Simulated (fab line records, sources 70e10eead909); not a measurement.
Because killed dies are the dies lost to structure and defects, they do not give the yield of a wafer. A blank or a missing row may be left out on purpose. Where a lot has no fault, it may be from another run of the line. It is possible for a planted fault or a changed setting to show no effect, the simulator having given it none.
Which tool did it? + flow nandHarc + 15 lots with 45 wafers sampled at 4 steps, on a route of 1159 steps

== WHAT THE GAUGES SHOWED, per wafer ==
No reading from a measuring or inspecting step in the record can be judged against a usual standard deviation.

== EACH LOT AND THE TOOL THAT RAN IT (in order: tool; ch and the chambers of the sampled wafers; start) ==
| lot  | NHARC_A_CONTACT_ETCH_110          | NHARC_A_CONTACT_CMP_20        | NHARC_A_BLC_STRIP_29              | NHARC_A_M0_DEP_00               |
|------|-----------------------------------|-------------------------------|-----------------------------------|---------------------------------|
| L169 | rieDiel-08 ch 0,1, day 17 23:11   | cmp-02 ch 0,2,3, day 18 02:46 | rieDiel-02 ch 2,3, day 18 04:44   | pecvd-03 ch 1,2, day 18 08:32   |
| L170 | rieDiel-13 ch 0,2,3, day 18 03:41 | cmp-02 ch 0,3, day 18 05:54   | rieDiel-04 ch 1,3, day 18 08:03   | pecvd-03 ch 0,2, day 18 14:25   |
| L173 | rieDiel-08 ch 2,3, day 19 03:38   | cmp-04 ch 0,2,3, day 19 10:23 | rieDiel-04 ch 1,2, day 19 12:21   | pecvd-04 ch 0,2, day 19 14:19   |
| L172 | rieDiel-11 ch 1,2,3, day 19 07:44 | cmp-01 ch 0,1,3, day 19 10:25 | rieDiel-02 ch 0,1,2, day 19 12:32 | pecvd-04 ch 0,1,2, day 19 15:08 |
| L174 | rieDiel-08 ch 1,2,3, day 19 14:40 | cmp-01 ch 1,2,3, day 19 16:26 | rieDiel-02 ch 0,2, day 19 18:37   | pecvd-03 ch 1,2, day 19 21:07   |
| L186 | rieDiel-08 ch 0,2,3, day 21 18:49 | cmp-02 ch 0,2,3, day 22 06:44 | rieDiel-04 ch 1,2,3, day 22 08:53 | pecvd-01 ch 0,1,2, day 22 18:22 |
| L182 | rieDiel-08 ch 1,3, day 22 04:52   | cmp-01 ch 0,1,3, day 22 11:26 | rieDiel-02 ch 1,3, day 22 13:31   | pecvd-01 ch 0,2, day 22 22:38   |
| L184 | rieDiel-13 ch 0,2,3, day 22 12:22 | cmp-02 ch 0,1,2, day 22 18:49 | rieDiel-04 ch 0,2,3, day 22 20:56 | pecvd-03 ch 1,2, day 23 08:53   |
| L185 | rieDiel-08 ch 0,1,2, day 22 20:26 | cmp-02 ch 1,2,3, day 23 08:23 | rieDiel-04 ch 0,2,3, day 23 10:30 | pecvd-03 ch 1,2, day 23 16:03   |
| L190 | rieDiel-08 ch 0,1,2, day 22 21:51 | cmp-02 ch 0,1,3, day 23 09:05 | rieDiel-04 ch 1,3, day 23 11:26   | pecvd-01 ch 0,1,2, day 23 16:29 |
| L189 | rieDiel-13 ch 1,2,3, day 22 23:25 | cmp-01 ch 1,2,3, day 23 09:10 | rieDiel-12 ch 1,2,3, day 23 11:26 | pecvd-03 ch 1,2, day 23 16:58   |
| L188 | rieDiel-13 ch 2,3, day 23 00:32   | cmp-02 ch 0,2,3, day 23 10:26 | rieDiel-02 ch 2,3, day 23 12:34   | pecvd-03 ch 1,2, day 23 22:47   |
| L181 | rieDiel-11 ch 0,1,3, day 23 04:43 | cmp-04 ch 1,3, day 23 15:13   | rieDiel-02 ch 0,1,3, day 23 17:21 | pecvd-01 ch 0,1,2, day 24 06:10 |
| L191 | rieDiel-08 ch 0,1,3, day 23 13:35 | cmp-01 ch 0,2,3, day 23 22:59 | rieDiel-02 ch 1,2,3, day 24 00:59 | pecvd-03 ch 1,2, day 24 08:28   |
| L192 | rieDiel-13 ch 0,2,3, day 23 16:26 | cmp-02 ch 0,2,3, day 23 23:46 | rieDiel-04 ch 0,2,3, day 24 01:56 | pecvd-01 ch 0,2, day 24 08:53   |
- NHARC_A_CONTACT_ETCH_110: etches the open film in CF4/O2, target depth 50 nm, overetch 5 nm, time 27.5 s.
- NHARC_A_CONTACT_CMP_20: polishes, t overpolish 30 s, target thk 300 nm.
- NHARC_A_BLC_STRIP_29: strips in CF4.
- NHARC_A_M0_DEP_00: deposits SiOC, target thk 150 nm.

== AS READ BY THE TOOLS THEMSELVES (means over the sampled wafers that have a number; for cases with no such wafer, the mark the record gives instead) ==
NHARC_A_CONTACT_ETCH_110.
| lot  | tool       | drypumpMotorCurrentA (A) | oesProductAu (a.u.) | rfVppV (V) | showerheadPlenumPTorr (Torr) | throttleValvePct (%) |
|------|------------|--------------------------|---------------------|------------|------------------------------|----------------------|
| L169 | rieDiel-08 | 5.5                      | 0.999               | 198.6      | 1.39                         | 13.403               |
| L170 | rieDiel-13 | 5.6                      | 0.997               | 196.9      | 1.30                         | 13.399               |
| L173 | rieDiel-08 | 5.0                      | 0.988               | 197.4      | 1.32                         | 13.402               |
| L172 | rieDiel-11 | 5.7                      | 0.995               | 196.0      | 1.29                         | 13.411               |
| L174 | rieDiel-08 | 5.1                      | 1.018               | 197.8      | 1.34                         | 13.400               |
| L186 | rieDiel-08 | 5.2                      | 0.999               | 198.2      | 1.36                         | 13.396               |
| L182 | rieDiel-08 | 5.3                      | 1.003               | 198.0      | 1.33                         | 13.386               |
| L184 | rieDiel-13 | 5.6                      | 1.011               | 199.3      | 1.36                         | 13.403               |
| L185 | rieDiel-08 | 5.3                      | 0.992               | 198.6      | 1.39                         | 13.391               |
| L190 | rieDiel-08 | 5.3                      | 1.003               | 199.8      | 1.39                         | 13.396               |
| L189 | rieDiel-13 | 5.9                      | 0.995               | 198.7      | 1.39                         | 13.409               |
| L188 | rieDiel-13 | 6.0                      | 1.005               | 199.4      | 1.42                         | 13.400               |
| L181 | rieDiel-11 | 5.7                      | 0.993               | 195.4      | 1.26                         | 13.405               |
| L191 | rieDiel-08 | 5.4                      | 0.998               | 198.7      | 1.35                         | 13.399               |
| L192 | rieDiel-13 | 5.6                      | 1.016               | 198.7      | 1.36                         | 13.389               |

NHARC_A_CONTACT_CMP_20.
| lot  | tool   | motorCurrentA (A) | overpolishRunS (s) | timeToEndpointS (s) |
|------|--------|-------------------|--------------------|---------------------|
| L169 | cmp-02 | 12.3              | 29.996             | 54.3                |
| L170 | cmp-02 | 12.5              | 30.004             | 55.2                |
| L173 | cmp-04 | 12.7              | 30.000             | 60.4                |
| L172 | cmp-01 | 11.9              | 29.993             | 63.3                |
| L174 | cmp-01 | 13.1              | 30.004             | 60.4                |
| L186 | cmp-02 | 12.0              | 29.996             | 57.4                |
| L182 | cmp-01 | 12.0              | 29.992             | 58.5                |
| L184 | cmp-02 | 13.4              | 30.004             | 53.8                |
| L185 | cmp-02 | 11.5              | 30.003             | 60.4                |
| L190 | cmp-02 | 12.8              | 29.993             | 59.6                |
| L189 | cmp-01 | 13.0              | 29.985             | 60.2                |
| L188 | cmp-02 | 12.0              | 30.004             | 57.4                |
| L181 | cmp-04 | 13.1              | 29.999             | 59.6                |
| L191 | cmp-01 | 13.0              | 30.002             | 62.2                |
| L192 | cmp-02 | 11.9              | 29.999             | 58.2                |

NHARC_A_BLC_STRIP_29.
| lot  | tool       | drypumpMotorCurrentA (A) | oesProductAu (a.u.) | rfVppV (V) | showerheadPlenumPTorr (Torr) | throttleValvePct (%) |
|------|------------|--------------------------|---------------------|------------|------------------------------|----------------------|
| L169 | rieDiel-02 | 5.7                      | 1.004               | 58.7       | 1.71                         | 13.288               |
| L170 | rieDiel-04 | 5.9                      | 1.007               | 59.4       | 1.78                         | 13.294               |
| L173 | rieDiel-04 | 5.4                      | 0.999               | 59.6       | 1.88                         | 13.282               |
| L172 | rieDiel-02 | 5.7                      | 0.998               | 59.4       | 1.73                         | 13.292               |
| L174 | rieDiel-02 | 5.5                      | 1.000               | 59.3       | 1.77                         | 13.287               |
| L186 | rieDiel-04 | 5.7                      | 1.002               | 60.2       | 1.83                         | 13.285               |
| L182 | rieDiel-02 | 6.1                      | 1.003               | 58.7       | 1.66                         | 13.287               |
| L184 | rieDiel-04 | 5.9                      | 1.011               | 59.5       | 1.84                         | 13.290               |
| L185 | rieDiel-04 | 5.9                      | 1.014               | 59.6       | 1.84                         | 13.286               |
| L190 | rieDiel-04 | 5.5                      | 1.007               | 59.6       | 1.82                         | 13.286               |
| L189 | rieDiel-12 | 5.8                      | 1.010               | 59.8       | 1.76                         | 13.283               |
| L188 | rieDiel-02 | 5.9                      | 1.001               | 59.4       | 1.68                         | 13.279               |
| L181 | rieDiel-02 | 5.9                      | 0.995               | 60.1       | 1.70                         | 13.285               |
| L191 | rieDiel-02 | 5.8                      | 0.995               | 59.4       | 1.68                         | 13.276               |
| L192 | rieDiel-04 | 5.9                      | 1.012               | 60.0       | 1.84                         | 13.288               |

NHARC_A_M0_DEP_00.
| lot  | tool     | chamberPressureTorr (Torr) | rfFwdPowerW (W) |
|------|----------|----------------------------|-----------------|
| L169 | pecvd-03 | 5.003                      | 600.9           |
| L170 | pecvd-03 | 4.999                      | 600.7           |
| L173 | pecvd-04 | 4.991                      | 600.1           |
| L172 | pecvd-04 | 4.995                      | 598.0           |
| L174 | pecvd-03 | 5.002                      | 598.7           |
| L186 | pecvd-01 | 5.005                      | 599.2           |
| L182 | pecvd-01 | 4.991                      | 600.8           |
| L184 | pecvd-03 | -                          | -               |
| L185 | pecvd-03 | -                          | -               |
| L190 | pecvd-01 | 4.997                      | 597.6           |
| L189 | pecvd-03 | 5.015                      | 599.2           |
| L188 | pecvd-03 | 5.008                      | 597.1           |
| L181 | pecvd-01 | -                          | -               |
| L191 | pecvd-03 | 4.999                      | 596.9           |
| L192 | pecvd-01 | 5.004                      | 599.4           |

== THE ANSWER, worked out from the rows above alone ==
Rule: the lots themselves supply what counts as usual. Put in order of their means at a reading, lots are off if they are a third of the lots or fewer, leave a main group of 4 or more, and stand apart from it by a gap of 3 or more times the standard deviation of the main group's means; of several such gaps the widest counts. If all means in a main group match to the digits the tables above print for the reading, that group is not used. A lot without any number at a reading at which 4 lots or more have one is off too. Where the step has rows for the other lots, those lots are counted as sound. First the gauges in route order, then the tools' own readings, where a lot's mean is used as printed above. The first step at which some lot is off is used, and at that step the reading that is off furthest; a lot without a number counts as furthest.
Off at NHARC_A_M0_DEP_00 (chamberPressureTorr): L184, L185, L181. Without a number there: L184, L185, L181. The main group: mean 5.001 Torr, standard deviation 0.0067.
A tool fits if, at that step or a process step before it, it ran every lot that is off, and no sound lot after the first of them. Of those tried, none fits.

== WHAT HAD BEEN PUT IN BY THE SIMULATOR ==
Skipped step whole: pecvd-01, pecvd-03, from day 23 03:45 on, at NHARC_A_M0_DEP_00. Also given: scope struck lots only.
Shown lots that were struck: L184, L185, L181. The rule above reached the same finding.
